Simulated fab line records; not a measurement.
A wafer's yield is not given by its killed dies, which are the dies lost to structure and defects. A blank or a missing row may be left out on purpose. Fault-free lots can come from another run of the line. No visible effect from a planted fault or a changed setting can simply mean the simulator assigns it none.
Which tool is to blame? :: flow nand_harc :: 15 lots with 45 wafers sampled at 2 steps, on a route of 1302 steps

== WHAT THE GAUGES READ, wafer by wafer ==
NHARC_P_STI_OVL_MEAS_10. Usual: overlay_x_nm 1 nm, standard deviation 3.8; overlay_y_nm 1 nm, standard deviation 7.9.
lot: L251
measured: day 3 06:46
on: overlay-01
overlay_x_nm (nm): -5 -4 -5
overlay_y_nm (nm): -3 -3 -3
flag: 

lot: L252
measured: day 3 14:43
on: overlay-02
overlay_x_nm (nm): 4 3 4
overlay_y_nm (nm): -19 -20 -20
flag: 

lot: L254
measured: day 4 10:29
on: overlay-02
overlay_x_nm (nm): -1 0 0
overlay_y_nm (nm): 2 2 2
flag: 

lot: L255
measured: day 4 21:24
on: overlay-02
overlay_x_nm (nm): 1 0 0
overlay_y_nm (nm): 14 15 14
flag: 

lot: L260
measured: day 6 22:50
on: overlay-01
overlay_x_nm (nm): -3 -3 -3
overlay_y_nm (nm): 19 18 18
flag: 

lot: L261
measured: day 7 08:40
on: overlay-02
overlay_x_nm (nm): 4 4 4
overlay_y_nm (nm): -1 -1 -2
flag: 

lot: L262
measured: day 7 18:07
on: overlay-01
overlay_x_nm (nm): 5 5 5
overlay_y_nm (nm): 8 8 8
flag: 

lot: L264
measured: day 8 17:50
on: overlay-02
overlay_x_nm (nm): -6 -5 -6
overlay_y_nm (nm): 6 6 6
flag: 

lot: L266
measured: day 9 12:26
on: overlay-01
overlay_x_nm (nm): 8 8 9
overlay_y_nm (nm): 8 8 8
flag: 

lot: L267
measured: day 9 20:29
on: overlay-01
overlay_x_nm (nm): 1 0 0
overlay_y_nm (nm): 2 2 2
flag: 

lot: L268
measured: day 10 10:29
on: overlay-01
overlay_x_nm (nm): -3 -3 -4
overlay_y_nm (nm): 2 2 2
flag: 

lot: L269
measured: day 10 19:48
on: overlay-02
overlay_x_nm (nm): 3 3 3
overlay_y_nm (nm): 8 8 7
flag: 

lot: L270
measured: day 11 06:50
on: overlay-01
overlay_x_nm (nm): 1 1 2
overlay_y_nm (nm): -3 -2 -3
flag: 

lot: L271
measured: day 11 12:54
on: overlay-01
overlay_x_nm (nm): 5 5 5
overlay_y_nm (nm): -2 -1 -2
flag: 

lot: L272
measured: day 11 22:26
on: overlay-02
overlay_x_nm (nm): 5 5 6
overlay_y_nm (nm): -14 -13 -13
flag: 

== EACH LOT AND THE TOOL THAT RAN IT (in order: tool; ch and the chambers of the sampled wafers; start) ==
lot: L251
NHARC_P_ZERO_WELL_RTA_42: rtp_anneal-01 ch 0, day 2 12:58

lot: L252
NHARC_P_ZERO_WELL_RTA_42: rtp_anneal-02 ch 0, day 2 23:09

lot: L254
NHARC_P_ZERO_WELL_RTA_42: rtp_anneal-02 ch 0, day 3 18:55

lot: L255
NHARC_P_ZERO_WELL_RTA_42: rtp_anneal-01 ch 0, day 4 06:04

lot: L260
NHARC_P_ZERO_WELL_RTA_42: rtp_anneal-02 ch 0, day 6 07:09

lot: L261
NHARC_P_ZERO_WELL_RTA_42: rtp_anneal-01 ch 0, day 6 16:38

lot: L262
NHARC_P_ZERO_WELL_RTA_42: rtp_anneal-02 ch 0, day 7 02:51

lot: L264
NHARC_P_ZERO_WELL_RTA_42: rtp_anneal-01 ch 0, day 8 01:25

lot: L266
NHARC_P_ZERO_WELL_RTA_42: rtp_anneal-02 ch 0, day 8 18:55

lot: L267
NHARC_P_ZERO_WELL_RTA_42: rtp_anneal-01 ch 0, day 9 04:45

lot: L268
NHARC_P_ZERO_WELL_RTA_42: rtp_anneal-02 ch 0, day 9 15:47

lot: L269
NHARC_P_ZERO_WELL_RTA_42: rtp_anneal-01 ch 0, day 10 00:44

lot: L270
NHARC_P_ZERO_WELL_RTA_42: rtp_anneal-01 ch 0, day 10 11:13

lot: L271
NHARC_P_ZERO_WELL_RTA_42: rtp_anneal-01 ch 0, day 10 20:54

lot: L272
NHARC_P_ZERO_WELL_RTA_42: rtp_anneal-01 ch 0, day 11 07:01
- NHARC_P_ZERO_WELL_RTA_42: time 300 s.

== AS READ BY THE TOOLS THEMSELVES (means over the sampled wafers that have a number; for cases with no such wafer, the mark the record gives instead) ==
NHARC_P_ZERO_WELL_RTA_42. Usual: anneal_temp_c_max 1105.0, standard deviation 1.1; lamp_power_pct 37.0 %, standard deviation 0.55; lamp_zone_7_pct 37.4 %, standard deviation 0.55; wafer_temp_C_max 1106.4, standard deviation 2.2.
lot: L251
tool: rtp_anneal-01
anneal_temp_c_max: 1104.3
lamp_power_pct (%): 37.6
lamp_zone_7_pct (%): 37.9
wafer_temp_C_max: 1108.6
flag: 

lot: L252
tool: rtp_anneal-02
anneal_temp_c_max: 1106.4
lamp_power_pct (%): 36.4
lamp_zone_7_pct (%): 36.8
wafer_temp_C_max: 1104.1
flag: 

lot: L254
tool: rtp_anneal-02
anneal_temp_c_max: 1105.5
lamp_power_pct (%): 36.4
lamp_zone_7_pct (%): 36.7
wafer_temp_C_max: 1103.3
flag: 

lot: L255
tool: rtp_anneal-01
anneal_temp_c_max: 1104.5
lamp_power_pct (%): 37.5
lamp_zone_7_pct (%): 37.9
wafer_temp_C_max: 1108.3
flag: 

lot: L260
tool: rtp_anneal-02
anneal_temp_c_max: 1104.9
lamp_power_pct (%): 36.4
lamp_zone_7_pct (%): 36.8
wafer_temp_C_max: 1105.0
flag: 

lot: L261
tool: rtp_anneal-01
anneal_temp_c_max: 1104.7
lamp_power_pct (%): 37.5
lamp_zone_7_pct (%): 37.9
wafer_temp_C_max: 1107.0
flag: 

lot: L262
tool: rtp_anneal-02
anneal_temp_c_max: 1105.2
lamp_power_pct (%): 36.4
lamp_zone_7_pct (%): 36.7
wafer_temp_C_max: 1103.7
flag: 

lot: L264
tool: rtp_anneal-01
anneal_temp_c_max: 1104.5
lamp_power_pct (%): 37.5
lamp_zone_7_pct (%): 37.8
wafer_temp_C_max: 1109.9
flag: 

lot: L266
tool: rtp_anneal-02
anneal_temp_c_max: 1104.0
lamp_power_pct (%): 36.4
lamp_zone_7_pct (%): 36.8
wafer_temp_C_max: 1103.8
flag: 

lot: L267
tool: rtp_anneal-01
anneal_temp_c_max: 1105.0
lamp_power_pct (%): 37.5
lamp_zone_7_pct (%): 37.8
wafer_temp_C_max: 1107.3
flag: 

lot: L268
tool: rtp_anneal-02
anneal_temp_c_max: 1104.6
lamp_power_pct (%): 36.4
lamp_zone_7_pct (%): 36.7
wafer_temp_C_max: 1105.1
flag: 

lot: L269
tool: rtp_anneal-01
anneal_temp_c_max: 1105.3
lamp_power_pct (%): 37.5
lamp_zone_7_pct (%): 37.9
wafer_temp_C_max: 1107.4
flag: 

lot: L270
tool: rtp_anneal-01
anneal_temp_c_max: 1105.0
lamp_power_pct (%): 37.5
lamp_zone_7_pct (%): 37.8
wafer_temp_C_max: 1108.0
flag: 

lot: L271
tool: rtp_anneal-01
anneal_temp_c_max: 1105.3
lamp_power_pct (%): 37.5
lamp_zone_7_pct (%): 37.9
wafer_temp_C_max: 1109.4
flag: 

lot: L272
tool: rtp_anneal-01
anneal_temp_c_max: 1106.3
lamp_power_pct (%): 37.6
lamp_zone_7_pct (%): 37.8
wafer_temp_C_max: 1108.8
flag: 

== THE ANSWER, worked out from the rows above alone ==
Rule: lot off if the mean of its wafers having a number is beyond 3 standard deviations from the usual mean. A lot without any number at a reading at which 4 lots or more have one is off too. All remaining lots with rows at the step are treated as sound. Order of review: gauges by route order, followed by the tools' own readings, for which a lot's mean as printed above is used. The first step at which some lot is off is used, and at that step the reading that is off furthest; a lot without a number counts as furthest.
No lot is off at any reading shown: from this, nothing can be told.

== WHAT HAD BEEN PUT IN BY THE SIMULATOR ==
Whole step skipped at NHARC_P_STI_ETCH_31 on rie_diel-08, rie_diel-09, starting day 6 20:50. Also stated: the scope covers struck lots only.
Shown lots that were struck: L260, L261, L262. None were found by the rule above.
